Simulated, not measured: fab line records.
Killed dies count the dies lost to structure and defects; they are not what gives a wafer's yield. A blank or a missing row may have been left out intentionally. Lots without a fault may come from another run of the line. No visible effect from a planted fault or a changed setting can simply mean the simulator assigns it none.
fab line records	flow n5_finfet
record lots=12	wafers=36	last_day=17
route steps=1938 shown SD_EPI_P@306 SD_ACTIVATION@331 ILD0@335
lots that met no fault: taken from a fault-free run of the same line
start_h: the number of hours between the record's first day and the start of the first shown wafer of the lot	wait_h: hours from the lot's prior step to this one	" the same as in the row above	L1.1+2: one row covering several wafers at once	- no value, or no start given	* or withheld: withheld	< > ~ a bound
route shown NAME@n: NAME is a module with steps in the file, n the number in the route of the first one	usual: average and standard deviation across the fault-free wafers	same: alike in all rows	chamber/n: place in a boat	sites: readings site by site	_std_site: their standard deviation	_edge_site: inner sites' mean taken away from outer sites' mean	radius_mm: how far each site lies from the wafer's centre	mask NAME#n: copy n	behind: the last tool/chamber to shape the wafer	hold: what put the lot on hold/how long, in hours/how the hold closed	device: the n, p or np transistor that did not switch	end of line: at the end of the route, the tests of the same wafers	a step with no rows: only its recipe	killed: the dies lost at the first sort to structure and to defects; this is not the yield of the wafer	map: per-die view of a wafer (x killed, . not killed, _ where there is no die)
set.NAME: the setting that was run; set.NAME@STEP: the one run at that earlier step	model.NAME: the simulator's own value behind a step, which no gauge read
route steps across a sampled set of lots; one table per step, one row per wafer
services: from which hour (start_h, from the record's first day; less than 0 if before it) a tool's chamber was out of use, for how many hours, and why
## steps
# step N5_SD_EPI_P_DESCUM_14
# recipe chemistry=O2	time_s=7.9	source_power_w=50	bias_power_w=20	pressure_mtorr=20	rf_frequency_hz=2.712e+07	temp_c=40	resist=CAR-ArF-block	o2_flow_sccm=225
# usual drypump_motor_current_A=5.51/0.26	oes_product_au=0.78/0.081	rf_vpp_V=243.4/1.4	showerhead_plenum_p_Torr=2.11/0.067	throttle_valve_pct=20.45/0.24
lot.wafer	tool	chamber	start_h	wait_h	drypump_motor_current_A	oes_product_au	rf_hours_counter_h	rf_vpp_V	showerhead_plenum_p_Torr	throttle_valve_pct
L846.1	rie_diel-02	2	57.58	0.1	5.82	0.89	40	242.6	2.14	19.93
L846.2	"	3	"	"	5.36	0.79	119	241.7	2.02	20.42
L846.3	"	0	"	"	5.08	0.70	198	246.9	2.18	20.56
L848.2	rie_diel-01	3	72.01	0.2	5.18	0.91	23	244.0	2.14	20.62
L848.3	"	0	"	"	5.39	0.79	122	243.2	2.02	20.55
L848.5	"	1	"	"	5.48	0.71	-	243.5	2.17	20.36
L849.2	rie_diel-01	1	79.04	0.0	5.50	0.72	224	244.5	2.17	20.35
L849.3	"	3	"	"	5.14	0.90	24	244.2	2.14	20.61
L849.6	"	0	"	"	5.40	0.79	-	243.0	2.02	20.55
L850.1	rie_diel-01	0	84.21	0.0	5.41	0.79	125	241.0	2.02	20.54
L850.4	"	1	"	"	5.45	0.71	226	246.7	2.17	20.36
L850.6	"	3	"	"	5.15	0.90	-	244.7	2.14	20.65
L853.1	rie_diel-02	1	102.94	0.0	5.63	0.87	38	241.6	2.04	20.41
L853.2	"	2	"	"	5.85	0.87	52	244.2	2.13	19.97
L853.6	"	2	"	"	5.83	0.88	-	244.4	2.13	19.96
L854.2	rie_diel-01	0	108.91	0.0	5.42	0.76	132	241.7	2.02	20.57
L854.4	"	2	"	"	5.78	0.69	213	244.3	2.16	20.84
L854.6	"	0	"	"	5.42	0.78	-	241.6	2.02	20.56
L855.1	rie_diel-06	0	113.74	0.0	5.77	0.72	205	243.7	2.06	20.51
L855.2	"	3	"	"	5.92	0.89	46	244.4	2.23	20.10
L855.6	"	1	"	"	5.28	0.70	-	243.0	2.08	20.54
L856.1	rie_diel-02	1	125.83	0.2	5.66	0.85	45	243.4	2.04	20.41
L856.5	"	3	"	"	5.30	0.77	-	242.2	2.01	20.46
L856.6	"	0	"	"	5.09	0.70	-	244.0	2.17	20.60
L858.1	rie_diel-01	1	134.92	0.1	5.48	0.71	239	244.5	2.16	20.38
L858.5	"	3	"	"	5.16	0.88	-	243.8	2.14	20.64
L858.6	"	2	"	"	5.74	0.69	-	244.7	2.16	20.86
L865.1	rie_diel-02	1	173.42	0.0	5.70	0.84	59	242.0	2.03	20.42
L865.2	"	0	"	"	5.11	0.68	231	243.4	2.16	20.63
L865.6	"	0	"	"	5.09	0.68	-	245.5	2.16	20.63
L866.3	rie_diel-02	0	182.86	0.1	5.12	0.68	234	245.0	2.16	20.61
L866.5	"	3	"	"	5.37	0.74	-	243.0	2.00	20.47
L866.6	"	2	"	"	5.82	0.83	-	242.7	2.12	20.01
L867.1	rie_diel-06	0	183.86	0.0	5.80	0.69	229	243.7	2.05	20.56
L867.4	"	3	"	"	5.90	0.86	69	245.7	2.22	20.11
L867.6	"	1	"	"	5.28	0.69	-	244.0	2.07	20.58
# step N5_SD_ACTIVATION_LSA_01
# recipe temp_c=1080	time_s=0.0008	ambient=N2
# usual wafer_temp_C_max=1084.3/1.4
lot.wafer	tool	chamber	start_h	wait_h	wafer_temp_C_max
L846.1	laser_anneal-01	0	62.37	0.2	1084.3
L846.2	"	0	"	"	1083.0
L846.3	"	0	"	"	1083.7
L848.2	laser_anneal-01	0	78.07	0.2	1083.8
L848.3	"	0	"	"	1084.0
L848.5	"	0	"	"	1082.9
L849.2	laser_anneal-02	0	84.04	0.2	1086.4
L849.3	"	0	"	"	1084.4
L849.6	"	0	"	"	1089.1
L850.1	laser_anneal-01	0	89.05	0.2	1082.1
L850.4	"	0	"	"	1081.8
L850.6	"	0	"	"	1082.8
L853.1	laser_anneal-02	0	107.16	0.3	1085.6
L853.2	"	0	"	"	1084.6
L853.6	"	0	"	"	1084.2
L854.2	laser_anneal-01	0	113.78	0.2	1083.6
L854.4	"	0	"	"	1082.4
L854.6	"	0	"	"	1082.2
L855.1	laser_anneal-02	0	117.71	0.2	1085.5
L855.2	"	0	"	"	1084.8
L855.6	"	0	"	"	1084.1
L856.1	laser_anneal-01	0	133.25	0.2	1082.9
L856.5	"	0	"	"	1084.7
L856.6	"	0	"	"	1083.0
L858.1	laser_anneal-01	0	138.86	0.2	1083.0
L858.5	"	0	"	"	1083.7
L858.6	"	0	"	"	1083.1
L865.1	laser_anneal-01	0	177.41	0.2	1070.9
L865.2	"	0	"	"	1071.1
L865.6	"	0	"	"	1071.1
L866.3	laser_anneal-02	0	187.73	0.2	1086.0
L866.5	"	0	"	"	1085.9
L866.6	"	0	"	"	1084.2
L867.1	laser_anneal-01	0	189.86	0.2	1071.3
L867.4	"	0	"	"	1070.0
L867.6	"	0	"	"	1072.2
# step N5_ILD0_LINER_00
# recipe material=SiNx	target_thk_a=40	temp_c=400	ald_precursor_family=SiH2I2	ald_co_reactant=N2/H2-plasma	pulse_time_s=1	purge_time_s=2	co_reactant_purge_time_s=2	ald_cycles=80	pressure_torr=2
# usual heater_power_w=860/93	precursor_pulse_height_rel=1.001/0.019
# same pulse_time_s=1
lot.wafer	tool	chamber	start_h	wait_h	heater_power_w	precursor_pulse_height_rel
L846.1	ald_sin-03	1	62.93	0.0	887	1.022
L846.2	"	2	"	"	882	1.019
L846.3	"	3	"	"	917	1.031
L848.2	ald_sin-03	1	78.67	0.1	890	0.982
L848.3	"	3	"	"	930	1.003
L848.5	"	1	"	"	919	1.013
L849.2	ald_sin-02	0	84.57	0.0	742	1.022
L849.3	"	3	"	"	724	0.985
L849.6	"	2	"	"	866	0.998
L850.1	ald_sin-03	2	89.72	0.1	909	1.009
L850.4	"	1	"	"	911	0.975
L850.6	"	2	"	"	866	0.996
L853.1	ald_sin-03	1	107.73	0.0	892	0.999
L853.2	"	3	"	"	928	1.021
L853.6	"	0	"	"	751	1.002
L854.2	ald_sin-02	1	114.31	0.0	917	0.999
L854.4	"	1	"	"	933	0.980
L854.6	"	0	"	"	767	1.004
L855.1	ald_sin-03	0	118.32	0.1	749	1.050
L855.2	"	2	"	"	883	0.974
L855.6	"	1	"	"	893	1.001
L856.1	ald_sin-03	1	133.81	0.0	921	1.012
L856.5	"	1	"	"	900	0.996
L856.6	"	3	"	"	918	0.990
L858.1	ald_sin-03	0	139.75	0.4	758	0.986
L858.5	"	0	"	"	774	0.997
L858.6	"	1	"	"	896	1.032
L865.1	ald_sin-01	2	178.65	0.7	704	1.007
L865.2	"	0	"	"	857	0.988
L865.6	"	1	"	"	918	1.004
L866.3	ald_sin-01	0	188.23	0.0	832	0.962
L866.5	"	1	"	"	916	0.987
L866.6	"	0	"	"	815	1.021
L867.1	ald_sin-01	2	190.42	0.0	713	1.026
L867.4	"	1	"	"	911	0.988
L867.6	"	1	"	"	919	0.995
# step N5_ILD0_THK_MEAS_08
# usual thk_nm=138.8/0.96
lot.wafer	tool	chamber	start_h	wait_h	thk_nm
L846.1	film_metro-02	-	65.91	-	138.2
L846.2	"	-	"	"	138.6
L846.3	"	-	"	"	139.1
L848.2	film_metro-02	-	81.66	-	139.6
L848.3	"	-	"	"	139.9
L848.5	"	-	"	"	139.7
L849.2	film_metro-02	-	87.55	-	138.8
L849.3	"	-	"	"	138.2
L849.6	"	-	"	"	138.8
L850.1	film_metro-01	-	92.72	-	139.1
L850.4	"	-	"	"	139.2
L850.6	"	-	"	"	140.9
L853.1	film_metro-02	-	110.73	-	139.1
L853.2	"	-	"	"	136.6
L853.6	"	-	"	"	139.3
L854.2	film_metro-02	-	117.29	-	137.8
L854.4	"	-	"	"	139.9
L854.6	"	-	"	"	140.2
L855.1	film_metro-02	-	121.30	-	138.7
L855.2	"	-	"	"	139.7
L855.6	"	-	"	"	139.1
L856.1	film_metro-01	-	136.81	-	139.4
L856.5	"	-	"	"	139.3
L856.6	"	-	"	"	139.2
L858.1	film_metro-01	-	142.77	-	139.7
L858.5	"	-	"	"	139.3
L858.6	"	-	"	"	139.8
L865.1	film_metro-01	-	181.63	-	139.3
L865.2	"	-	"	"	137.9
L865.6	"	-	"	"	139.0
L866.3	film_metro-02	-	191.22	-	138.3
L866.5	"	-	"	"	137.7
L866.6	"	-	"	"	137.4
L867.1	film_metro-02	-	193.76	-	138.6
L867.4	"	-	"	"	138.8
L867.6	"	-	"	"	138.3
## services
tool	chamber	start_h	hours	kind
laser_anneal-02	-	34.50	12.4	pm
ald_sin-03	3	41.01	7.4	repair
ald_sin-02	0	52.12	9.3	repair
ald_sin-01	3	57.64	-	calibration
ald_sin-01	0	75.08	15.8	repair
ald_sin-01	-	86.57	14.0	pm
ald_sin-01	1	86.57	14.0	vent_cycle
ald_sin-01	2	86.57	14.0	vent_cycle
ald_sin-01	3	86.57	14.0	vent_cycle
ald_sin-01	0	100.57	-	clean
ald_sin-01	1	100.57	-	clean
ald_sin-01	2	100.57	-	clean
laser_anneal-01	-	106.16	2.0	pm
rie_diel-06	2	125.43	12.1	repair
ald_sin-03	2	129.97	7.7	repair
rie_diel-02	3	142.67	1.8	repair
rie_diel-01	2	164.28	2.8	repair
rie_diel-01	1	168.11	-	clean
rie_diel-01	1	168.11	-	consumable_replace:focus_ring
rie_diel-01	1	168.11	13.9	scheduled_down
rie_diel-01	1	168.11	13.9	vent_cycle
laser_anneal-02	-	175.65	6.4	pm
ald_sin-02	-	176.75	14.0	pm
laser_anneal-02	-	182.06	2.0	pm
## key
first_sign step=N5_SD_ACTIVATION_LSA_01	reading=wafer_temp_C_max	direction=down	sigmas=9.2	usual=*	struck=*
effect none on later readings
met_at N5_SD_ACTIVATION_LSA_01
struck_lots L865,L867
tester_left_out L865,L867
not_acting_at N5_SD_EPI_P_DESCUM_14,N5_ILD0_LINER_00,N5_ILD0_THK_MEAS_08
onset_between 138.86 177.41
fault kind=process_parameter_drift	tool=laser_anneal-01	chamber=-	onset_h=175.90	steps=N5_SD_ACTIVATION_LSA_01	channel=temp_c	offset=*	shape=step	end_h=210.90	stated=*
# tester_left_out: of these lots the tester's yield and bins aren't shown, on N5 and GAA mostly nor the transistor test; their killed dies are dies lost to structure and defects alone, not to doping, threshold or leakage, so they don't give the yield
